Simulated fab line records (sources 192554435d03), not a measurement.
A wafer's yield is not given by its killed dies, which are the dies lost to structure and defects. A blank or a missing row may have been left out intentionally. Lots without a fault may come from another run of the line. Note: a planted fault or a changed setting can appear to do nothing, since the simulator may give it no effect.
Matching of chambers || flow n5Finfet || N5_BEOL_M10_ETCH_66 on rieDiel-04: 4 sister chambers
The step etches SOC in N2/H2, target depth 120 nm, overetch 24 nm, time 180 s. 8 wafers are shown with their chamber, then 9 later ones without.

WAFERS, EACH WITH ITS CHAMBER
{"wafer": "L082.5", "chamber": 3, "showerheadPlenumPTorr (Torr)": 2.56, "drypumpMotorCurrentA (A)": 5.6}
{"wafer": "L084.3", "chamber": 2, "showerheadPlenumPTorr (Torr)": 2.57, "drypumpMotorCurrentA (A)": 5.4}
{"wafer": "L084.4", "chamber": 0, "showerheadPlenumPTorr (Torr)": 2.49, "drypumpMotorCurrentA (A)": 5.8}
{"wafer": "L085.2", "chamber": 2, "showerheadPlenumPTorr (Torr)": 2.56, "drypumpMotorCurrentA (A)": 5.4}
{"wafer": "L085.3", "chamber": 0, "showerheadPlenumPTorr (Torr)": 2.49, "drypumpMotorCurrentA (A)": 5.7}
{"wafer": "L088.2", "chamber": 3, "showerheadPlenumPTorr (Torr)": 2.56, "drypumpMotorCurrentA (A)": 5.6}
{"wafer": "L088.3", "chamber": 1, "showerheadPlenumPTorr (Torr)": 2.47, "drypumpMotorCurrentA (A)": 5.4}
{"wafer": "L088.5", "chamber": 1, "showerheadPlenumPTorr (Torr)": 2.47, "drypumpMotorCurrentA (A)": 5.4}

WAFERS WITH NO CHAMBER GIVEN
{"wafer": "L090.2", "showerheadPlenumPTorr (Torr)": 2.47, "drypumpMotorCurrentA (A)": 5.4}
{"wafer": "L090.3", "showerheadPlenumPTorr (Torr)": 2.56, "drypumpMotorCurrentA (A)": 5.5}
{"wafer": "L090.4", "showerheadPlenumPTorr (Torr)": 2.56, "drypumpMotorCurrentA (A)": 5.6}
{"wafer": "L093.1", "showerheadPlenumPTorr (Torr)": 2.56, "drypumpMotorCurrentA (A)": 5.4}
{"wafer": "L093.3", "showerheadPlenumPTorr (Torr)": 2.49, "drypumpMotorCurrentA (A)": 5.8}
{"wafer": "L093.6", "showerheadPlenumPTorr (Torr)": 2.49, "drypumpMotorCurrentA (A)": 5.7}
{"wafer": "L097.1", "showerheadPlenumPTorr (Torr)": 2.55, "drypumpMotorCurrentA (A)": 5.6}
{"wafer": "L097.3", "showerheadPlenumPTorr (Torr)": 2.55, "drypumpMotorCurrentA (A)": 5.4}
{"wafer": "L097.6", "showerheadPlenumPTorr (Torr)": 2.55, "drypumpMotorCurrentA (A)": 5.6}

EACH ONE'S CHAMBER
{"wafer": "L090.2", "from the rows above": 1, "in truth": 1}
{"wafer": "L090.3", "from the rows above": "can't be placed: 3 or 2", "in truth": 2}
{"wafer": "L090.4", "from the rows above": 3, "in truth": 3}
{"wafer": "L093.1", "from the rows above": 2, "in truth": 2}
{"wafer": "L093.3", "from the rows above": 0, "in truth": 0}
{"wafer": "L093.6", "from the rows above": 0, "in truth": 0}
{"wafer": "L097.1", "from the rows above": 3, "in truth": 3}
{"wafer": "L097.3", "from the rows above": 2, "in truth": 2}
{"wafer": "L097.6", "from the rows above": 3, "in truth": 3}
8 of 9 placed correctly. Cannot be placed on the basis of these rows: 1; the candidates contain the true chamber in 1. 0 placed wrongly.
How it was worked out, from the rows above alone: a wafer's distance from a chamber is the root of the sum, over the readings, of the square of ((its reading less the chamber's mean) divided by the reading's scatter). The wafer belongs to the nearest chamber; if the next one is less than 2 further off, it can't be placed. The mean given for a chamber averages the wafers shown for that chamber. The scatter: take each reading less its chamber's mean, square it, sum over the shown wafers, divide by the number of wafers less the number of chambers, and take the root.
